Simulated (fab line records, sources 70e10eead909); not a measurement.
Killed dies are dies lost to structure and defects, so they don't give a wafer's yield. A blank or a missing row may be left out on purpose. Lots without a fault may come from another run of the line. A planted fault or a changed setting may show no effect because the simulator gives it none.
Chamber matching | flow nand_harc | NHARC_P_STI_CMP_21 on cmp-03: 4 sister chambers
The step polishes, t overpolish 20 s, target thk 380.67 nm. 8 wafers are shown with their chamber, then 7 later ones without.

WAFERS WITH THEIR CHAMBER
wafer  | chamber | motor_current_A (A) | overpolish_run_s (s)
L432.1 | 3       | 10.3                | 20.004
L442.1 | 0       | 13.1                | 19.991
L442.6 | 2       | 12.5                | 19.988
L443.2 | 1       | 13.9                | 19.984
L443.3 | 3       | 10.9                | 19.998
L443.6 | 2       | 12.3                | 20.016
L445.4 | 0       | 13.1                | 19.997
L445.5 | 1       | 15.0                | 19.990

WAFERS WITHOUT THEIR CHAMBER
wafer  | motor_current_A (A) | overpolish_run_s (s)
L445.6 | 12.9                | 20.004
L446.2 | 14.5                | 20.008
L446.3 | 12.7                | 20.003
L446.6 | 14.0                | 20.014
L450.1 | 13.5                | 20.017
L450.2 | 12.6                | 19.987
L450.5 | 13.2                | 20.002

WHICH CHAMBER EACH WENT THROUGH
wafer  | from the rows above          | in truth
L445.6 | can't be placed: 0 or 2      | 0
L446.2 | can't be placed: 1 or 0      | 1
L446.3 | can't be placed: 2 or 0      | 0
L446.6 | can't be placed: 1 or 0 or 2 | 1
L450.1 | can't be placed: 0 or 2 or 1 | 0
L450.2 | can't be placed: 0 or 2      | 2
L450.5 | can't be placed: 0 or 2      | 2
Placed correctly: 0 of 7. Can't be placed from these rows: 7 (the true chamber is among the candidates in 7). Placed wrongly: 0.
How it was worked out, from the rows above alone: a wafer's distance from a chamber is the root of the sum, over the readings, of the square of ((its reading less the chamber's mean) divided by the reading's scatter). The wafer belongs to the nearest chamber; if the next one is less than 2 further off, it can't be placed. A chamber's mean is the mean of its shown wafers. The scatter: the root of (the sum of the squares of (reading less its chamber's mean) over the shown wafers, divided by (wafers less chambers)).
